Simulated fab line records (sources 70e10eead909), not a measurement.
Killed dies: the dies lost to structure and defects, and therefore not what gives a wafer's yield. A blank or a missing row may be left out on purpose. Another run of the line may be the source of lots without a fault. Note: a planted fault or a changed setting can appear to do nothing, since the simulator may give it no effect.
A lot that was struck, set against a sound lot -- flow nandHarc -- 15 steps out of a route of 1302
Sound: these wafers, L723.2, L723.4, L723.6. Wafers struck: L722.1, L722.3, L722.4. At the end, the cause is stated.
At each step with rows: each side's tool, then ch and its chambers, then its first start. Under that, the readings that differ: sound wafers -- struck wafers -- difference of the means -- sigmas: that difference in standard deviations of wafers without a fault.
alike: readings whose means differ by less than 2 such deviations, and words and numbers that are the same on both sides. not compared: withheld readings, readings that some wafer has no value for, bounds like >300 that may hide the same value, and numbers for which the record gives no deviation and whose values overlap.
Wherever a step has rows on one side only, a row that says differs or no value, or a row with sigmas, the two part there. Numbers that don't overlap but have no deviation are shown without sigmas and don't part them. A reading that every wafer of one side lacks parts them only if that side has two wafers or more.

first, 1 step without rows for these wafers: NHARC_P_GATE_HARDBAKE_92 (time 80 s).
NHARC_P_GATE_DESCUM_93: chemistry O2, time 3 s.
  sound on rieDiel-09 ch 0,1, day 13 06:05; struck on rieDiel-09 ch 0,1,2, day 13 01:18
  alike: drypumpMotorCurrentA, oesProductAu, rfVppV, showerheadPlenumPTorr, throttleValvePct
  not compared: rfHoursCounterH
following that, these wafers have no rows for 1 step: NHARC_P_GATE_IMPLANT_94.
NHARC_P_GATE_STRIP_113: strips in N2/H2, time 740 s.
  sound on plasmaAsher-02 ch 0,1, day 13 06:27; struck on plasmaAsher-02 ch 0,1, day 13 01:40
  alike: drypumpMotorCurrentA, heaterPowerW
  not compared: rfHoursCounterH
NHARC_P_GATE_STRIP_95: strips in O2.
  sound on plasmaAsher-02 ch 0,1, day 13 07:10; struck on plasmaAsher-02 ch 0,1, day 13 02:23
  alike: drypumpMotorCurrentA, heaterPowerW
  not compared: rfHoursCounterH
then, 1 step without rows for these wafers: NHARC_P_GATE_STRIP_96 (strips in SPM, time 900 s).
NHARC_P_GATE_RTA_64: time 1 s.
  sound on rtpAnneal-02 ch 0, day 13 07:45; struck on rtpAnneal-01 ch 0, day 13 02:56
reading,sound,struck,difference,sigmas
lampPowerPct (%),33.3 33.3 33.3,36.6 36.6 36.7,+3.3,+2
lamp_zone_3_pct (%),33.3 33.3 33.2,36.7 36.6 36.6,+3.4,+2
  alike: annealTempCMax, wafer_temp_C_max
then, 1 step without rows for these wafers: NHARC_P_GATE_ETCH_77 (etches SiO2 in dHF, target depth 6 nm).
NHARC_P_GATE_DEGAS_109: time 60 s.
  sound on pvdSputter-01, day 13 08:02; struck on pvdSputter-03, day 13 03:14
  alike: heaterPowerW
then, 3 steps without rows for these wafers: NHARC_P_GATE_PRE_CLEAN_110 (time 30 s); NHARC_P_GATE_SPUTTER_78 (material Ni, target thk 10 nm); NHARC_P_GATE_SPUTTER_79 (material TiN, target thk 10 nm).
NHARC_P_GATE_RTA_80: time 30 s.
  struck on rtpAnneal-02, day 13 03:32; sound on rtpAnneal-01 ch 0, day 13 08:21
  no value came back on the struck wafers for any of 5 readings (annealTempCMax, lampPowerPct (%) and others); on the sound wafers annealTempCMax reads 301.55 301.82 301.71
then, 1 step without rows for these wafers: NHARC_P_GATE_STRIP_67 (strips in SPM, time 600 s).
-- record jumps: 18 days between struck wafers' starts before vs after; left off in module P_GATE, resumes in module END, first step shown is number 1302 of the route --
NHARC_END_SORT_01:
  here the record holds rows for the struck wafers (prober-01 ch 0, day 31 11:50) but none for the sound ones

## WHERE THEY PART
Earliest at NHARC_P_GATE_RTA_64; latest, in this record, at NHARC_END_SORT_01.

WHY: whatever the simulator had introduced
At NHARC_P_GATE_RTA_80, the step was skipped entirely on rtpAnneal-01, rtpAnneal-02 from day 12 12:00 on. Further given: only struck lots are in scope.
